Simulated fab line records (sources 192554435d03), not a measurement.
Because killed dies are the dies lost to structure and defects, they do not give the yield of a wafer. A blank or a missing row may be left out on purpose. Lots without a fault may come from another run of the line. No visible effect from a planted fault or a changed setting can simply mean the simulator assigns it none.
fab line records / flow n5_finfet
record lots=4 wafers=12 last_day=15
route steps=1938 shown BEOL_M4@1099 BEOL_M5@1112 PASSIVATION@1910
lots that met no fault: taken from a fault-free run of the same line
start_h: hours from the record's first day to the start of the lot's first wafer shown / wait_h: hours elapsed since this lot's preceding step / " as in the row above / L1.1+2: several wafers, shown together as one row / - no value, or no start was given / * or withheld: withheld / < > ~ a bound
route shown NAME@n: a module of which the file shows steps, and the number in the route of the first / usual: mean/standard deviation of fault-free wafers / same: alike in all rows / chamber/n: place in a boat / sites: the reading at each site / _std_site: the standard deviation of these / _edge_site: inner sites' mean taken away from outer sites' mean / radius_mm: for every site, how far away it sits from the centre of the wafer / mask NAME#n: copy n / behind: the last tool/chamber to shape the wafer / hold: why the lot went on hold/how many hours it stayed there/how the hold came to an end / device: names the non-switching transistor (n, p or np) / end of line: the route-end tests of the same wafers / step lacking rows: just its recipe / killed: dies that structure and defects cost at the first sort, which is not the same as the wafer's yield / map: per-die view of a wafer (x killed, . not killed, _ where there is no die)
set.NAME: the run value of the setting; set.NAME@STEP: its run value at that earlier step / model.NAME: the simulator's own value behind a step, which no gauge read
lots at selected steps of the route; one table per step, one row per wafer
## steps
# step N5_BEOL_M4_ANNEAL_95
# recipe temp_c=400 time_s=240 ambient=vacuum
# step N5_BEOL_M4_SPUTTER_96
# recipe material=Cu target_thk_a=45 temp_c=-20 chamber_pressure_pa=0.07 power_w=withheld time_s=8.29
# step N5_BEOL_M4_ECD_50
# recipe material=Cu target_thk_a=3000
# step N5_BEOL_M4_ANNEAL_51
# recipe temp_c=225 time_s=90 ambient=N2
# step N5_BEOL_M4_CMP_52
# recipe stop_on=SiOC t_overpolish_s=6.8 down_force_psi=1 platen_rpm=50 clearing_platen_down_force_psi=1.5 clearing_platen_rpm=50 post_cmp_clean=cu_alkaline target_thk_nm=40 clearing_platen_pad_velocity_m_s=0.99484 pad_velocity_m_s=0.99484
# step N5_BEOL_M4_PRE_CLEAN_60
# recipe gas=NH3/H2 time_s=15 temp_c=* rf_power_w=300
# step N5_BEOL_M4_CO_CAP_55
# recipe material=Co target_thk_a=20 temp_c=200 precursor=CCTBA/H2 pressure_torr=30 time_s=102.1
# step N5_BEOL_M4_PRE_CLEAN_56
# recipe gas=NH3 time_s=15 temp_c=withheld rf_power_w=300
# step N5_BEOL_M4_DEP_57
# recipe material=SiCN target_thk_a=80 temp_c=withheld precursor=3MS/NH3 pressure_torr=3 rf_w=202 time_s=14
# step N5_BEOL_M4_RC_MEAS_101
# usual DIBL_N=36.3/1 DIBL_P=36.2/1.4 IOFF_N=0.157/0.021 IOFF_P=0.206/0.025 ION_N=673/9 ION_P=461/6.4 SS_N=71.5/0.5 SS_P=73.2/0.47 VT_N=249.9/2.4 VT_P=-250.6/2.9
lot.wafer=L957.1 tool=prober-01 chamber=0 start_h=168.10 wait_h=0.0 DIBL_N[mV/V]=35.9 DIBL_P[mV/V]=36.1 IOFF_N[nA/um]=0.139 IOFF_P[nA/um]=0.178 ION_N[uA/um]=662 ION_P[uA/um]=456 SS_N[mV/dec]=71.5 SS_P[mV/dec]=73.0 VT_N[mV]=249.5 VT_P[mV]=-254.4
lot.wafer=L957.3 tool=prober-01 chamber=0 start_h=168.10 wait_h=0.0 DIBL_N[mV/V]=36.2 DIBL_P[mV/V]=36.0 IOFF_N[nA/um]=0.142 IOFF_P[nA/um]=0.190 ION_N[uA/um]=675 ION_P[uA/um]=461 SS_N[mV/dec]=71.3 SS_P[mV/dec]=72.7 VT_N[mV]=249.2 VT_P[mV]=-254.6
lot.wafer=L957.4 tool=prober-01 chamber=0 start_h=168.10 wait_h=0.0 DIBL_N[mV/V]=35.8 DIBL_P[mV/V]=35.3 IOFF_N[nA/um]=0.131 IOFF_P[nA/um]=0.169 ION_N[uA/um]=663 ION_P[uA/um]=453 SS_N[mV/dec]=71.9 SS_P[mV/dec]=72.6 VT_N[mV]=251.9 VT_P[mV]=-255.3
lot.wafer=L962.2 tool=prober-02 chamber=0 start_h=199.80 wait_h=0.2 DIBL_N[mV/V]=36.6 DIBL_P[mV/V]=37.1 IOFF_N[nA/um]=0.158 IOFF_P[nA/um]=0.208 ION_N[uA/um]=670 ION_P[uA/um]=457 SS_N[mV/dec]=71.3 SS_P[mV/dec]=73.6 VT_N[mV]=251.4 VT_P[mV]=-251.3
lot.wafer=L962.3 tool=prober-02 chamber=0 start_h=199.80 wait_h=0.2 DIBL_N[mV/V]=34.5 DIBL_P[mV/V]=34.7 IOFF_N[nA/um]=0.138 IOFF_P[nA/um]=0.184 ION_N[uA/um]=673 ION_P[uA/um]=465 SS_N[mV/dec]=71.1 SS_P[mV/dec]=73.2 VT_N[mV]=250.4 VT_P[mV]=-249.8
lot.wafer=L962.5 tool=prober-02 chamber=0 start_h=199.80 wait_h=0.2 DIBL_N[mV/V]=36.5 DIBL_P[mV/V]=37.6 IOFF_N[nA/um]=0.159 IOFF_P[nA/um]=0.216 ION_N[uA/um]=663 ION_P[uA/um]=454 SS_N[mV/dec]=71.3 SS_P[mV/dec]=73.7 VT_N[mV]=252.1 VT_P[mV]=-251.2
lot.wafer=L964.2 tool=prober-01 chamber=0 start_h=205.92 wait_h=0.2 DIBL_N[mV/V]=35.4 DIBL_P[mV/V]=36.7 IOFF_N[nA/um]=0.171 IOFF_P[nA/um]=0.242 ION_N[uA/um]=685 ION_P[uA/um]=475 SS_N[mV/dec]=71.3 SS_P[mV/dec]=73.3 VT_N[mV]=246.4 VT_P[mV]=-247.5
lot.wafer=L964.3 tool=prober-01 chamber=0 start_h=205.92 wait_h=0.2 DIBL_N[mV/V]=35.2 DIBL_P[mV/V]=36.4 IOFF_N[nA/um]=0.175 IOFF_P[nA/um]=0.233 ION_N[uA/um]=681 ION_P[uA/um]=466 SS_N[mV/dec]=71.3 SS_P[mV/dec]=73.0 VT_N[mV]=248.7 VT_P[mV]=-247.1
lot.wafer=L964.5 tool=prober-01 chamber=0 start_h=205.92 wait_h=0.2 DIBL_N[mV/V]=36.5 DIBL_P[mV/V]=37.6 IOFF_N[nA/um]=0.194 IOFF_P[nA/um]=0.253 ION_N[uA/um]=675 ION_P[uA/um]=463 SS_N[mV/dec]=73.0 SS_P[mV/dec]=73.9 VT_N[mV]=245.6 VT_P[mV]=-245.2
lot.wafer=L972.1 tool=prober-02 chamber=0 start_h=263.38 wait_h=0.0 DIBL_N[mV/V]=36.6 DIBL_P[mV/V]=36.2 IOFF_N[nA/um]=0.157 IOFF_P[nA/um]=0.230 ION_N[uA/um]=686 ION_P[uA/um]=472 SS_N[mV/dec]=71.8 SS_P[mV/dec]=73.2 VT_N[mV]=248.0 VT_P[mV]=-243.7
lot.wafer=L972.4 tool=prober-02 chamber=0 start_h=263.38 wait_h=0.0 DIBL_N[mV/V]=35.8 DIBL_P[mV/V]=35.5 IOFF_N[nA/um]=0.146 IOFF_P[nA/um]=0.223 ION_N[uA/um]=682 ION_P[uA/um]=474 SS_N[mV/dec]=70.7 SS_P[mV/dec]=72.7 VT_N[mV]=247.2 VT_P[mV]=-247.0
lot.wafer=L972.5 tool=prober-02 chamber=0 start_h=263.38 wait_h=0.0 DIBL_N[mV/V]=37.2 DIBL_P[mV/V]=35.9 IOFF_N[nA/um]=0.153 IOFF_P[nA/um]=0.236 ION_N[uA/um]=670 ION_P[uA/um]=465 SS_N[mV/dec]=71.6 SS_P[mV/dec]=72.6 VT_N[mV]=249.0 VT_P[mV]=-248.2
# step N5_BEOL_M5_ILD_DEP_00
# recipe material=SiCOH_lowk target_thk_a=1406.4 temp_c=300 precursor=DEMS/porogen pressure_torr=5 rf_w=500 time_s=25.9
# step N5_BEOL_M5_CURE_79
# recipe temp_c=385 time_s=240 ambient=He/Ar material=SiCOH_lowk
# step N5_BEOL_M5_PECVD_70
# recipe material=SiO2 target_thk_a=160 temp_c=400 precursor=TEOS/O2 pressure_torr=5.5 rf_w=450 teos_flow_sccm=53.8 gas=O2 flow_sccm=3000 time_s=18
# step N5_BEOL_M5_HM_DEP_02
# recipe material=TiN target_thk_a=200 temp_c=25 chamber_pressure_pa=0.49996
# step N5_BEOL_M5_COAT_59
# recipe resist=SOC temp_c=250 time_s=60 spin_rpm=1500 resist_thk_nm=60
# step N5_BEOL_M5_COAT_60
# recipe resist=SiARC temp_c=220 time_s=60 spin_rpm=1500 resist_thk_nm=12
# step N5_BEOL_M5_COAT_71
# recipe resist=underlayer temp_c=205 time_s=60 spin_rpm=1500 resist_thk_nm=5
# step N5_BEOL_M5_COAT_05
# recipe resist=CAR-EUV spin_rpm=1500 resist_thk_nm=30
# step N5_BEOL_M5_EBR_07
# recipe solvent=PGMEA ebr_width_mm=1.5
# step N5_BEOL_M5_SOFTBAKE_06
# recipe temp_c=110 time_s=60 resist=CAR-EUV
# step N5_BEOL_M5_EXPOSE_08
# recipe mask_id=M5 na=0.33 source_shape=annular sigma_inner=0.4 sigma_outer=0.8 polarization=unpolarized target_cd_nm=28 dose_mj=35.75
# step N5_BEOL_M5_PEB_09
# recipe peb_temp_c=100 peb_time_s=60 resist=CAR-EUV
# step N5_BEOL_M5_DEVELOP_10
# recipe develop_time_s=30 developer=TMAH resist=CAR-EUV rinse_liquid=surfactant_rinse dry=air_spin dev_temp_c=23
# step N5_BEOL_M5_DESCUM_16
# recipe chemistry=O2 time_s=7 source_power_w=50 bias_power_w=20 pressure_mtorr=20 rf_frequency_hz=2.712e+07 temp_c=40 resist=CAR-EUV o2_flow_sccm=225
# step N5_BEOL_M5_ETCH_72
# recipe chemistry=N2/H2 target=underlayer target_depth_a=65 mask_material=CAR-EUV time_s=5.2 ion_energy_ev=200 pressure_mtorr=30 source_w=840 bias_w=150 n2_flow_sccm=200 h2_flow_sccm=200 ends=cleared
# step N5_BEOL_M5_ETCH_61
# recipe chemistry=CF4 target=SiARC target_depth_a=156 mask_material=CAR-EUV time_s=26 ion_energy_ev=80 pressure_mtorr=40 source_w=545 bias_w=36 Ar_flow_sccm=100 cf4_flow_sccm=100 ends=cleared
# step N5_BEOL_M5_ETCH_62
# recipe chemistry=N2/H2 target=SOC target_depth_a=750 overetch_a=150 mask_material=SiARC temp_c=40 time_s=112.5 ion_energy_ev=200 pressure_mtorr=30 source_w=840 bias_w=150 n2_flow_sccm=200 h2_flow_sccm=200
# step N5_BEOL_M5_STRIP_63
# recipe chemistry=N2/H2 temp_c=40 n2_flow_sccm=200 h2_flow_sccm=200 rf_frequency_hz=6e+07
# step N5_BEOL_M5_STRIP_73
# recipe chemistry=N2/H2 temp_c=40 n2_flow_sccm=200 h2_flow_sccm=200 rf_frequency_hz=6e+07
# step N5_BEOL_M5_STRIP_64
# recipe chemistry=CF4 resist=SiARC power_w=300 bias_power_w=75 pressure_mtorr=50 cf4_flow_sccm=150 rf_frequency_hz=6e+07
# step N5_BEOL_M5_HM_OPEN_17
# recipe chemistry=Cl2/BCl3 target_depth_a=200 overetch_a=60 target=TiN mask_material=SOC ion_energy_ev=150 pressure_mtorr=10 icp_w=1000 bias_w=126 Cl2_flow_sccm=53.25 bcl3_flow_sccm=21.75 Ar_flow_sccm=25
# step N5_BEOL_M5_STRIP_19
# recipe chemistry=O2 power_w=400 temp_c=40 pressure_mtorr=30 rf_frequency_hz=6e+07 bias_power_w=0 overash_fraction=0.2 o2_flow_sccm=225
# step N5_BEOL_M5_COAT_65
# recipe resist=SOC temp_c=250 time_s=60 spin_rpm=1500 resist_thk_nm=60
# step N5_BEOL_M5_COAT_66
# recipe resist=SiARC temp_c=220 time_s=60 spin_rpm=1500 resist_thk_nm=12
# step N5_PASSIVATION_ETCH_59
# recipe chemistry=Cl2/BCl3 target=TaN target_depth_a=650 time_s=34.9 ion_energy_ev=100 pressure_mtorr=10 icp_w=900 bias_w=100 Cl2_flow_sccm=60 bcl3_flow_sccm=30
# usual bias_w=100.00/0.29 drypump_motor_current_A=5.8/0.43 he_backside_leak_sccm=3.4/0.31 oes_product_au=0.77/0.073 throttle_valve_pct=21.14/0.1
lot.wafer=L957.1 tool=rie_metal-03 chamber=1 start_h=270.53 wait_h=0.3 bias_w=99.52 drypump_motor_current_A=5.9 he_backside_leak_sccm=3.2 oes_product_au=0.70 rf_hours_counter_h=66 throttle_valve_pct=21.13 model.etch.depth_nm=64.8
lot.wafer=L957.3 tool=rie_metal-03 chamber=1 start_h=270.53 wait_h=0.3 bias_w=99.88 drypump_motor_current_A=6.0 he_backside_leak_sccm=3.1 oes_product_au=0.70 rf_hours_counter_h=- throttle_valve_pct=21.12 model.etch.depth_nm=64.9
lot.wafer=L957.4 tool=rie_metal-03 chamber=0 start_h=270.53 wait_h=0.3 bias_w=100.39 drypump_motor_current_A=5.1 he_backside_leak_sccm=3.5 oes_product_au=0.86 rf_hours_counter_h=- throttle_valve_pct=21.19 model.etch.depth_nm=65.28
lot.wafer=L962.2 tool=rie_metal-03 chamber=0 start_h=298.50 wait_h=0.3 bias_w=100.35 drypump_motor_current_A=5.1 he_backside_leak_sccm=3.7 oes_product_au=0.70 rf_hours_counter_h=19 throttle_valve_pct=21.53 model.etch.depth_nm=49.59
lot.wafer=L962.3 tool=rie_metal-03 chamber=1 start_h=298.50 wait_h=0.3 bias_w=100.56 drypump_motor_current_A=5.9 he_backside_leak_sccm=3.3 oes_product_au=0.57 rf_hours_counter_h=- throttle_valve_pct=21.45 model.etch.depth_nm=48.79
lot.wafer=L962.5 tool=rie_metal-03 chamber=0 start_h=298.50 wait_h=0.3 bias_w=100.11 drypump_motor_current_A=5.1 he_backside_leak_sccm=3.7 oes_product_au=0.71 rf_hours_counter_h=- throttle_valve_pct=21.54 model.etch.depth_nm=49.93
lot.wafer=L964.2 tool=rie_metal-03 chamber=0 start_h=303.87 wait_h=0.3 bias_w=99.62 drypump_motor_current_A=5.1 he_backside_leak_sccm=3.6 oes_product_au=0.70 rf_hours_counter_h=20 throttle_valve_pct=21.53 model.etch.depth_nm=49.89
lot.wafer=L964.3 tool=rie_metal-03 chamber=1 start_h=303.87 wait_h=0.3 bias_w=99.52 drypump_motor_current_A=6.0 he_backside_leak_sccm=3.2 oes_product_au=0.57 rf_hours_counter_h=- throttle_valve_pct=21.44 model.etch.depth_nm=49.14
lot.wafer=L964.5 tool=rie_metal-03 chamber=0 start_h=303.87 wait_h=0.3 bias_w=99.91 drypump_motor_current_A=5.1 he_backside_leak_sccm=3.6 oes_product_au=0.70 rf_hours_counter_h=- throttle_valve_pct=21.56 model.etch.depth_nm=49.66
lot.wafer=L972.1 tool=rie_metal-02 chamber=1 start_h=357.47 wait_h=0.3 bias_w=99.97 drypump_motor_current_A=6.0 he_backside_leak_sccm=3.3 oes_product_au=0.77 rf_hours_counter_h=44 throttle_valve_pct=21.05 model.etch.depth_nm=67.33
lot.wafer=L972.4 tool=rie_metal-02 chamber=1 start_h=357.47 wait_h=0.3 bias_w=99.53 drypump_motor_current_A=6.0 he_backside_leak_sccm=3.5 oes_product_au=0.77 rf_hours_counter_h=- throttle_valve_pct=21.07 model.etch.depth_nm=67.21
lot.wafer=L972.5 tool=rie_metal-02 chamber=1 start_h=357.47 wait_h=0.3 bias_w=99.73 drypump_motor_current_A=6.0 he_backside_leak_sccm=3.4 oes_product_au=0.78 rf_hours_counter_h=- throttle_valve_pct=21.07 model.etch.depth_nm=66.98
# step N5_PASSIVATION_PROBE_49
# usual defect_limited_yield=91.1/1.3 killed_at_M0_to_M3=36/10 killed_at_M4_up=14/4.4 killed_at_contacts=14/5.7 killed_at_front_end=39/9.4 killed_at_other=2.9/2.6 killed_dies=105/15 killed_on_rim=14/3.5 killed_open=70/12 killed_short=34/7.1 sort_bin_5_function=5.3/0.77 sort_bin_6_memory=3.3/0.66 sort_n_pass=1075/15 sort_yield_pct=91.1/1.3
# same gross_dies=1180 killed_at_back_side=0 sort_bin_4_leakage[%]=0 sort_bin_8_speed[%]=0
lot.wafer=L957.1 tool=prober-02 chamber=- start_h=274.87 wait_h=0.0 defect_limited_yield[%]=91.1 killed_at_M0_to_M3=21 killed_at_M4_up=18 killed_at_contacts=21 killed_at_front_end=38 killed_at_other=7 killed_dies=105 killed_on_rim=18 killed_open=79 killed_short=26 sort_bin_5_function[%]=5.7 sort_bin_6_memory[%]=2.7 sort_n_pass=1075 sort_yield_pct[%]=91.1
lot.wafer=L957.3 tool=prober-02 chamber=- start_h=274.97 wait_h=0.1 defect_limited_yield[%]=92.1 killed_at_M0_to_M3=33 killed_at_M4_up=20 killed_at_contacts=15 killed_at_front_end=25 killed_at_other=0 killed_dies=93 killed_on_rim=13 killed_open=69 killed_short=24 sort_bin_5_function[%]=4.8 sort_bin_6_memory[%]=2.8 sort_n_pass=1087 sort_yield_pct[%]=92.1
lot.wafer=L957.4 tool=prober-02 chamber=- start_h=275.02 wait_h=0.2 defect_limited_yield[%]=91.3 killed_at_M0_to_M3=44 killed_at_M4_up=11 killed_at_contacts=22 killed_at_front_end=25 killed_at_other=1 killed_dies=103 killed_on_rim=9 killed_open=76 killed_short=27 sort_bin_5_function[%]=5.5 sort_bin_6_memory[%]=2.9 sort_n_pass=1077 sort_yield_pct[%]=91.3
lot.wafer=L962.2 tool=prober-01 chamber=- start_h=302.85 wait_h=0.1 defect_limited_yield[%]=29.1 killed_at_M0_to_M3=25 killed_at_M4_up=9 killed_at_contacts=17 killed_at_front_end=39 killed_at_other=747 killed_dies=837 killed_on_rim=51 killed_open=50 killed_short=35 sort_bin_5_function[%]=68.1 sort_bin_6_memory[%]=2.5 sort_n_pass=343 sort_yield_pct[%]=29.1
lot.wafer=L962.3 tool=prober-01 chamber=- start_h=302.90 wait_h=0.1 defect_limited_yield[%]=13.9 killed_at_M0_to_M3=32 killed_at_M4_up=17 killed_at_contacts=15 killed_at_front_end=58 killed_at_other=894 killed_dies=1016 killed_on_rim=86 killed_open=88 killed_short=37 sort_bin_5_function[%]=82.1 sort_bin_6_memory[%]=3.7 sort_n_pass=164 sort_yield_pct[%]=13.9
lot.wafer=L962.5 tool=prober-01 chamber=- start_h=303.00 wait_h=0.2 defect_limited_yield[%]=39.4 killed_at_M0_to_M3=37 killed_at_M4_up=15 killed_at_contacts=17 killed_at_front_end=45 killed_at_other=601 killed_dies=715 killed_on_rim=31 killed_open=77 killed_short=39 sort_bin_5_function[%]=57.0 sort_bin_6_memory[%]=3.3 sort_n_pass=465 sort_yield_pct[%]=39.4
lot.wafer=L964.2 tool=prober-01 chamber=- start_h=308.58 wait_h=0.1 defect_limited_yield[%]=36.9 killed_at_M0_to_M3=43 killed_at_M4_up=9 killed_at_contacts=13 killed_at_front_end=34 killed_at_other=646 killed_dies=745 killed_on_rim=40 killed_open=59 killed_short=36 sort_bin_5_function[%]=59.8 sort_bin_6_memory[%]=3.1 sort_n_pass=435 sort_yield_pct[%]=36.9
lot.wafer=L964.3 tool=prober-01 chamber=- start_h=308.63 wait_h=0.1 defect_limited_yield[%]=19.5 killed_at_M0_to_M3=34 killed_at_M4_up=19 killed_at_contacts=12 killed_at_front_end=22 killed_at_other=863 killed_dies=950 killed_on_rim=61 killed_open=54 killed_short=34 sort_bin_5_function[%]=77.7 sort_bin_6_memory[%]=2.4 sort_n_pass=230 sort_yield_pct[%]=19.5
lot.wafer=L964.5 tool=prober-01 chamber=- start_h=308.73 wait_h=0.2 defect_limited_yield[%]=30.3 killed_at_M0_to_M3=55 killed_at_M4_up=18 killed_at_contacts=12 killed_at_front_end=32 killed_at_other=706 killed_dies=823 killed_on_rim=39 killed_open=81 killed_short=33 sort_bin_5_function[%]=66.7 sort_bin_6_memory[%]=2.7 sort_n_pass=357 sort_yield_pct[%]=30.3
# killed by level:class
L957.1 MOL_CONTACT_COAG:geometric_particle:open=16 BEOL_M4:geometric_particle:open=13 STI_FIN_REVEAL:geometric_particle:open=10 BEOL_M0_SAQP:geometric_particle:open=6 FIN_SAQP:geometric_particle:short=5 DUMMY_GATE:geometric_particle:open=5 MOL_CONTACT_COAG:geometric_particle:short=5 BEOL_M2:geometric_particle:open=5
L957.3 MOL_CONTACT_COAG:geometric_particle:open=13 BEOL_M0_SAQP:geometric_particle:short=8 BEOL_M4:geometric_particle:open=8 BEOL_M0_SAQP:geometric_particle:open=7 DUMMY_GATE:geometric_particle:open=6 BEOL_M3:geometric_particle:open=5 FIN_SAQP:geometric_particle:open=4 GATE_CUT:geometric_particle:short=3
L957.4 MOL_CONTACT_COAG:geometric_particle:open=18 BEOL_M3:geometric_particle:open=15 BEOL_M0_SAQP:geometric_particle:open=13 FIN_SAQP:geometric_particle:short=8 BEOL_M2:geometric_particle:open=7 BEOL_M0_SAQP:geometric_particle:short=6 MOL_CONTACT_COAG:geometric_particle:short=4 BEOL_M4:geometric_particle:open=4
L962.2 PASSIVATION:area_etch=747 MOL_CONTACT_COAG:geometric_particle:open=12 FIN_SAQP:geometric_particle:short=7 BEOL_M2:geometric_particle:open=7 DUMMY_GATE:geometric_particle:open=6 STI_FIN_REVEAL:geometric_particle:open=5 GATE_CUT:geometric_particle:short=5 MOL_CONTACT_COAG:geometric_particle:short=5
L962.3 PASSIVATION:area_etch=891 STI_FIN_REVEAL:geometric_particle:open=15 FIN_SAQP:geometric_particle:open=14 MOL_CONTACT_COAG:geometric_particle:open=12 GATE_CUT:geometric_particle:short=9 BEOL_M4:geometric_particle:open=9 BEOL_M0_SAQP:geometric_particle:short=8 BEOL_M0_SAQP:geometric_particle:open=7
L962.5 PASSIVATION:area_etch=598 MOL_CONTACT_COAG:geometric_particle:open=13 BEOL_M4:geometric_particle:open=10 FIN_SAQP:geometric_particle:short=9 BEOL_M0_SAQP:geometric_particle:open=9 BEOL_M0:geometric_particle:open=7 GATE_CUT:geometric_particle:short=6 BEOL_M0_SAQP:geometric_particle:short=6
L964.2 PASSIVATION:area_etch=645 BEOL_M1:geometric_particle:open=15 FIN_SAQP:geometric_particle:short=11 BEOL_M0_SAQP:geometric_particle:open=11 MOL_CONTACT_COAG:geometric_particle:open=10 BEOL_M0_SAQP:geometric_particle:short=9 STARTING-WAFER:geometric_particle:open=6 FIN_SAQP:geometric_particle:open=3
L964.3 PASSIVATION:area_etch=860 MOL_CONTACT_COAG:geometric_particle:open=9 BEOL_M5:geometric_particle:open=9 BEOL_M3:geometric_particle:open=8 FIN_SAQP:geometric_particle:short=7 BEOL_M1:geometric_particle:open=6 BEOL_M0_SAQP:geometric_particle:short=5 BEOL_M1:geometric_particle:short=5
L964.5 PASSIVATION:area_etch=704 BEOL_M1:geometric_particle:open=13 MOL_CONTACT_COAG:geometric_particle:open=11 FIN_SAQP:geometric_particle:short=10 BEOL_M0_SAQP:geometric_particle:open=10 BEOL_M3:geometric_particle:open=9 BEOL_M2:geometric_particle:open=8 FIN_SAQP:geometric_particle:open=7
# map L962.3 (x killed, . not)
_________________....x.xxx.x.________________
______________...x...x.xxxxxxxxx_____________
___________x......x..xxxxxxxxxxxx.x__________
__________.xxx.x....xxxxxxxxxxxxxxxx_________
________.xxxxxxx.x.xxxxxxxxxxxxxxxxxxx_______
_______x.xxxxxxxxx...xxxxxxxxxxxxxxxxxx______
______xxxxxxxxxxxxx.xxxxxxxxxxxxxxxxxxxx_____
_____.x.xxxxxxxxxx.xxxxxxxxxxxxxxxxxxxxxx____
____.x.xxxxxxxxxxxxxxxxxxxxxxxxxxxxxxxxxx.___
___.xxxxxxxxxxxxxxxxxxxxxxxxxxxxxxxxxxx..xx__
___.x.xxxxxxxxxxxxxxxxxxxxxxxxxxxxxxxxx...x__
__x.x.x.xxxxxxxxxxxxxxxxxxxxxxxxxxxxxxxx.xxx_
__......xxxxxxxxxxxxxxxxxxxxxxxxxxxxxxxx.xxx_
_.xx..xxxxxxxxxxxxxxxxxxxxxxxxxxxxxxxxxxxxxxx
_.xxxx..xxxxxxxxxxxxxxxxxxxxxxxxxxxxxxxxxx.x.
_x.x....xxxxxxxxxxxxxxxxxxxxxxxxxxxxxxxxxxxxx
_.......xxxxxxxxxxxxxxxxxxxxxxxxxxxxxxxxxxx.x
_....xxxxxxxxxxxxxxxxxxxxxxxxxxxxxxxxxxxxxxx.
_x...x.xxxxxxxxxxxxxxxxxxxxxxxxxxxxxxxxxxxxxx
_......xxxxxxxxxxxxxxxxxxxxxxxxxxxxxxxxxxxxx.
_....xxxxxxxxxxxxxxxxxxxxxxxxxxxxxxxxxxxxxxx.
__.xx.xxxxxxxxxxxxxxxxxxxxxxxxxxxxxxxxxxxxxx_
__...x.xxxxxxxxxxxxxxxxxxxxxxxxxxxxxx.xxxxxx_
___...xxxxxxxxxxxxxxxxxxxxxxxxxxxxxxxxxxxx.__
___x..x.xxxxxxxxxxxxxxxxxxxxxxxxxxxxxxxxxx.__
____.x.xxxxxxxxxxxxxxxxxxxxxxxxxxxxxxxxxx.___
_____..xxxxxxxxx.xxxxxxxxxxxxxxxxxxxxxxxx____
______.xxxxxxxxxxxxxxxxxxxxxxxxxxxxxxxxx_____
_______xxxxxxxxxxxxxxxxxxxxxxxxxxxxx.xx______
________xxxxxxxxxxxxxxxxxxxxx.x.xxxxxx_______
__________xxxxxxxxxxxxxxxx..xx.xx.x._________
___________x.xxxxxxxxxxxxx...x.....__________
______________xxx.xx...........x_____________
_________________.x..x.x.....________________
# map L964.3 (x killed, . not)
_________________.....xxx....________________
______________...x....x.xx.x...x_____________
___________x....x....x.xxxxxxxxx..x__________
__________...x......xxxxxxxxxxxxx..x_________
________...x.xx.x..x.xxxxxxxxxxxxxxxxx_______
_______.....xx.....xxxxxxxxxxxxxxxxxxxx______
______.x.xxxxxxxxxxxxxxxxxxxxxxxxxxxxx.x_____
_____x...xxxxxxxxxx.xxxxxxxxxxxxxxxxxxx..____
____.....xxxxxxxxxxxxxxxxxxxxxxxxxxxx.x...___
___......xxxxxxxxxxxxxxxxxxxxxxxxxxxx.....x__
___.....xxxx.xxxxxxxxxxxxxxxxxxxxxx.xxxx.x.__
__...xxxxxxxxxxxxxxxxxxxxxxxxxxxxx.x.xx..xxx_
__....x.xxxxxxxxxxxxxxxxxxxxxxxxxxxxx..xxxxx_
_.xxxxxxxxxxxxxxxxxxxxxxxxxxxxxxxxxxxxx..xxxx
_..xx.xx.xxxxxxxxxxxxxxxxxxxxxxxxxxxxx..xx.xx
_.xxxxxx.xxxxxxxxxxxxxxxxxxxxxxxxxxxxxxx.xxx.
_xx....xxxxxxxxxxxxxxxxxxxxxxxxxxxxxxxxx.x.xx
_x..x.xxxxxxxxxxxxxxxxxxxxxxxxxxxxxxxxxx.xxxx
_....x.xxxxxxxxxxxxxxxxxxxxxxxxxxxxxxxxxxx..x
_..x..xxxxxxxxxxxxxxxxxxxxxxxxxxxxxxxxxxx.xx.
_...x.xxxxxxxxxxxxxxxxxxxxxxxxxxxxxx..xx.xxx.
__...xxxxxxxxxxxxxxxxxxxxxxxxxxxxxxxxxxxxxx._
__..x..xxxxxxxxxxxxxxxxxxxxxxxxxxxxxxx.xxxx._
___...x.xxxxxxxxxxxxxxxxxxxxxxxxxxxxxxxxxx.__
___...x.xxxxxxxxxx..xxxxxxxxxxxxxxxxxx.xxx.__
____...x.xxxxxx.xx.xxxxxxxxxxxxxxxxxxxxxx.___
_____..xxxxxxxxxxx..xxxxxxxxxxxxxxxxxxxxx____
______xx.xxxxxxxxxxxxxxxxxxxxxxxxxxxxxxx_____
_______xxxxxxxxxxxxxxxxxxxxxxxxxxxxxxxx______
________xxxxxxx..xxxxxxxxxxxxxxxx.xxxx_______
__________xxxxxxxxxxxxxxxxx.xxxxx.x._________
___________..xx..xxxx.xxx.x..xxx...__________
______________..x...xxx.xx..xxx._____________
_________________......x.....________________
## key
first_sign step=N5_PASSIVATION_ETCH_59 reading=throttle_valve_pct direction=up sigmas=3.6 usual=* struck=*
effect step=N5_PASSIVATION_ETCH_59 reading=oes_product_au direction=down sigmas=1.6 usual=0.77 struck=0.66 wafers_moved=4
effect step=N5_PASSIVATION_PROBE_49 reading=killed_at_other direction=up sigmas=99+ usual=2.9 struck=742.8
model_effect step=N5_PASSIVATION_ETCH_59 value=etch.depth_nm without=64.99 struck=49.5
more_kills_born_at N5_PASSIVATION_ETCH_59@rie_metal-03=4445
met_at N5_PASSIVATION_ETCH_59
struck_wafers L962.2,L962.3,L962.5,L964.2,L964.3,L964.5
later_rows_left_out L962.2,L962.3,L962.5,L964.2,L964.3,L964.5
onset_between 270.53 298.50
fault kind=process_parameter_drift tool=rie_metal-03 chamber=- onset_h=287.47 steps=N5_PASSIVATION_ETCH_59 channel=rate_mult offset=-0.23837 shape=step end_h=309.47
# later_rows_left_out: the simulator's readings of these wafers behind a module that went badly wrong aren't trusted and aren't shown, but for the sort
